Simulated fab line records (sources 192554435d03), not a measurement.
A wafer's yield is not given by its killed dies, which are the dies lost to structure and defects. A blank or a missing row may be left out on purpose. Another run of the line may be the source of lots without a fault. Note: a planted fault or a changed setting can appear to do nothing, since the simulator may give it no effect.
Matching of chambers    flow n5 finfet    4 sister chambers for N5_BEOL_M4_VIA_ETCH_34 on rie diel-05
The step etches the open film in C4F6/O2, target depth 69.4 nm, time 65.9 s. 22 wafers are shown with their chamber, then 11 later ones without.

## WAFERS PAIRED WITH THEIR CHAMBERS
wafer   chamber  showerhead plenum p Torr (Torr)  rf vpp V (V)  oes product au (a.u.)
L074.2  3        2.85                             653           0.73
L074.4  2        2.91                             667           0.69
L074.5  2        2.91                             668           0.68
L076.1  1        2.83                             663           0.73
L076.2  2        2.91                             667           0.68
L076.3  3        2.85                             650           0.73
L081.2  2        2.91                             666           0.68
L081.3  0        2.96                             677           0.81
L081.4  1        2.83                             664           0.73
L080.2  1        2.83                             664           0.73
L080.3  2        2.91                             668           0.68
L080.6  1        2.83                             665           0.73
L082.1  1        2.83                             665           0.73
L082.2  0        2.96                             676           0.80
L082.4  3        2.84                             652           0.72
L083.1  0        2.96                             677           0.80
L083.3  2        2.91                             666           0.67
L083.6  1        2.83                             664           0.73
L084.1  1        2.83                             665           0.73
L084.5  2        2.91                             667           0.68
L084.6  3        2.84                             652           0.71
L088.1  1        2.83                             663           0.72

SIGNATURES (averages over the wafers above)
reading                   chamber 0  chamber 1  chamber 2  chamber 3  scatter within a chamber
showerhead plenum p Torr  2.9600     2.8300     2.9100     2.8450     0.00236
rf vpp V                  676.67     664.12     667.00     651.75     0.891
oes product au            0.8033     0.7288     0.6800     0.7225     0.00591
Rule: for each reading, subtract the chamber's mean from the wafer's reading, divide by that reading's scatter and square the result; add these up over the readings and take the root, which gives the wafer's distance from the chamber. The wafer belongs to the nearest chamber; if the next one is less than 2 further off, it can't be placed. The scatter: take each reading less its chamber's mean, square it, sum over the shown wafers, divide by the number of wafers less the number of chambers, and take the root.

## WAFERS WITHOUT THEIR CHAMBER
wafer   showerhead plenum p Torr (Torr)  rf vpp V (V)  oes product au (a.u.)
L088.2  2.90                             667           0.67
L088.6  2.83                             663           0.73
L093.1  2.90                             669           0.98
L093.3  2.95                             676           0.77
L093.4  2.83                             651           0.70
L096.1  2.82                             663           0.71
L096.2  2.95                             675           0.78
L096.5  2.82                             663           0.70
L095.2  2.83                             652           0.70
L095.3  2.82                             664           0.71
L095.5  2.90                             668           0.94

## WHICH CHAMBER EACH WENT THROUGH
wafer    from the rows above   in truth
L088.2   2                     2
L088.6   1                     1
L093.1   0                     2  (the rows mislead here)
L093.3   0                     0
L093.4   3                     3
L096.1   1                     1
L096.2   0                     0
L096.5   1                     1
L095.2   3                     3
L095.3   1                     1
L095.5   0                     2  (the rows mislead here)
Correctly placed: 9 of 11. Number that these rows cannot place: 0. Placed wrongly: 2.
